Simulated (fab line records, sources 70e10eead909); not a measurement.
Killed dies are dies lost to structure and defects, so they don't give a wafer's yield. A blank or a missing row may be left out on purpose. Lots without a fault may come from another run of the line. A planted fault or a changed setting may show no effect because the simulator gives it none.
Chamber matching | flow nand_harc | NHARC_THIN_TSV_DEP_47 on pecvd-01: 3 sister chambers
The step deposits SiO2, target thk 200 nm. 3 wafers are shown with their chamber, then 9 later ones without.

WAFERS WITH THEIR CHAMBER
wafer  | chamber | throttle_valve_pct (%)
L085.3 | 1       | 16.8
L085.4 | 2       | 15.5
L085.5 | 0       | 15.5

WAFERS WITHOUT THEIR CHAMBER
wafer  | throttle_valve_pct (%)
L086.2 | 15.2
L086.5 | 15.4
L086.6 | 15.6
L091.2 | 15.8
L091.3 | 15.0
L091.4 | 15.0
L092.1 | 15.0
L092.2 | 17.2
L092.5 | 15.6

WHICH CHAMBER EACH WENT THROUGH
wafer  | from the rows above          | in truth
L086.2 | can't be placed: 0 or 2      | 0
L086.5 | can't be placed: 0 or 2      | 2
L086.6 | can't be placed: 0 or 2      | 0
L091.2 | can't be placed: 0 or 2 or 1 | 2
L091.3 | can't be placed: 0 or 2      | 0
L091.4 | can't be placed: 0 or 2      | 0
L092.1 | can't be placed: 0 or 2      | 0
L092.2 | 1                            | 1
L092.5 | can't be placed: 0 or 2      | 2
Placed correctly: 1 of 9. Can't be placed from these rows: 8 (the true chamber is among the candidates in 8). Placed wrongly: 0.
How it was worked out, from the rows above alone: a wafer's distance from a chamber is the root of the sum, over the readings, of the square of ((its reading less the chamber's mean) divided by the reading's scatter). The wafer belongs to the nearest chamber; if the next one is less than 2 further off, it can't be placed. A chamber's mean is the mean of its shown wafers. The scatter: with one shown wafer a chamber, the root of the mean of the squares of how far each hidden wafer lies from its nearest shown one.
